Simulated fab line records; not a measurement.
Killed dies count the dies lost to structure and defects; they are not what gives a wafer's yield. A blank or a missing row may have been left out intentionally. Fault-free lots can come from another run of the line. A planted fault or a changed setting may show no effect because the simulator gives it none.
Comparing a struck lot with a sound one / flow n5Finfet / 16 out of 1938 route steps
Sound: the wafers L504.1, L504.3, L504.6. Wafers L513.4, L513.5, L513.6 were the ones struck. The cause is named last.
Order at every step that has rows: each side's tool, ch and its chambers, its first start. Under that, the readings that differ: sound wafers / struck wafers / difference of the means / sigmas: that difference in standard deviations of wafers without a fault.
alike: readings with means less than 2 such deviations apart, plus words and numbers identical on both sides. not compared: withheld readings, readings lacking a value on some wafer, bounds such as >300 that could conceal the same value, and numbers that have no deviation in the record and whose values overlap.
A row with sigmas, a row that says differs or no value, or rows on one side alone: a step with any of these is where the two part. Numbers that don't overlap but have no deviation are shown without sigmas and don't part them. A reading that every wafer of one side lacks parts them only if that side has two wafers or more.

first, 1 step without rows for these wafers: N5_BEOL_M2_SRD_43 (time 30 s).
N5_BEOL_M2_CD_MEAS_35: target cd 18 nm, target cd y 22.2 nm.
  sound on cdSem-01 at day 9 12:49; struck on cdSem-02 at day 11 07:10
  alike: cdNm
N5_BEOL_M2_DEGAS_44: time 60 s.
  sound on pvdSputter-03 at day 9 13:07; struck on pvdSputter-02 at day 11 07:19
  alike: heaterPowerW
then, 1 step without rows for these wafers: N5_BEOL_M2_PRE_CLEAN_45 (time 30 s).
N5_BEOL_M2_ALD_84: deposits TaN, pulse time 2 s, purge time 3 s, co reactant purge time 2 s.
  sound on aldMetal-03 ch 2,3, day 9 13:13; struck on aldMetal-03 ch 0,3, day 11 07:25
  alike: heaterPowerW
N5_BEOL_M2_SURFACE_TREAT_85:
  sound on pvdSputter-03 at day 9 13:37; struck on pvdSputter-01 at day 11 07:38
  not compared: throttleValvePct
then, 2 steps without rows for these wafers: N5_BEOL_M2_CVD_47 (deposits Co from CCTBA/H2, target thk 3 nm, time 223.8 s); N5_BEOL_M2_SPUTTER_48 (material Cu, target thk 4.5 nm, time 8.29 s).
N5_BEOL_M2_ANNEAL_49: time 240 s.
  sound on pvdSputter-02 at day 9 13:56; struck on pvdSputter-01 at day 11 07:56
  alike: heaterPowerW, susceptorTempC
N5_BEOL_M2_SPUTTER_79: material Cu, target thk 4.5 nm, time 8.29 s.
  sound on pvdSputter-02 at day 9 14:05; struck on pvdSputter-01 at day 11 08:04
  alike: chamberPressurePa, chuckGasFlowSccm, throttleValvePct
then, 2 steps without rows for these wafers: N5_BEOL_M2_ANNEAL_80 (time 240 s); N5_BEOL_M2_SPUTTER_81 (material Cu, target thk 4.5 nm, time 8.29 s).
N5_BEOL_M2_ANNEAL_82: time 240 s.
  sound on pvdSputter-02 at day 9 14:23; struck on pvdSputter-01 at day 11 08:22
  no value came back on the struck wafers for heaterPowerW (W), susceptorTempC (C); on the sound wafers heaterPowerW (W) reads 821 869 842
then, 1 step without rows for these wafers: N5_BEOL_M2_SPUTTER_86 (material Cu, target thk 4.5 nm, time 8.29 s).
N5_BEOL_M4_RC_MEAS_101:
  sound on prober-02 ch 0, day 10 09:14; struck on prober-02 ch 0, day 12 05:38
  alike: DIBL_N, DIBL_P, IOFF_N, IOFF_P, ION_N, ION_P, SS_N, SS_P, VT_N, VT_P
-- a jump in the record: the struck wafers' starts before and after are 5 days apart (it breaks off in module BEOL_M4 and resumes in module PASSIVATION, where the first step shown is number 1936 of the route) --
N5_PASSIVATION_PROBE_49:
  sound on prober-02 at day 14 20:57; struck on prober-01 at day 16 18:47
  alike: defectLimitedYield, killed_at_M0_to_M3, killed_at_M4_up, killedAtContacts, killedAtFrontEnd, killedAtOther, killedDies, killedOnRim, killedOpen, killedShort, sort_bin_5_function, sort_bin_6_memory, sortNPass, sortYieldPct

== WHERE THEY PART ==
N5_BEOL_M2_ANNEAL_82 only, going by this record. Later steps at which nothing parts them and some readings are alike: N5_BEOL_M4_RC_MEAS_101, N5_PASSIVATION_PROBE_49.

WHY: whatever the simulator had introduced
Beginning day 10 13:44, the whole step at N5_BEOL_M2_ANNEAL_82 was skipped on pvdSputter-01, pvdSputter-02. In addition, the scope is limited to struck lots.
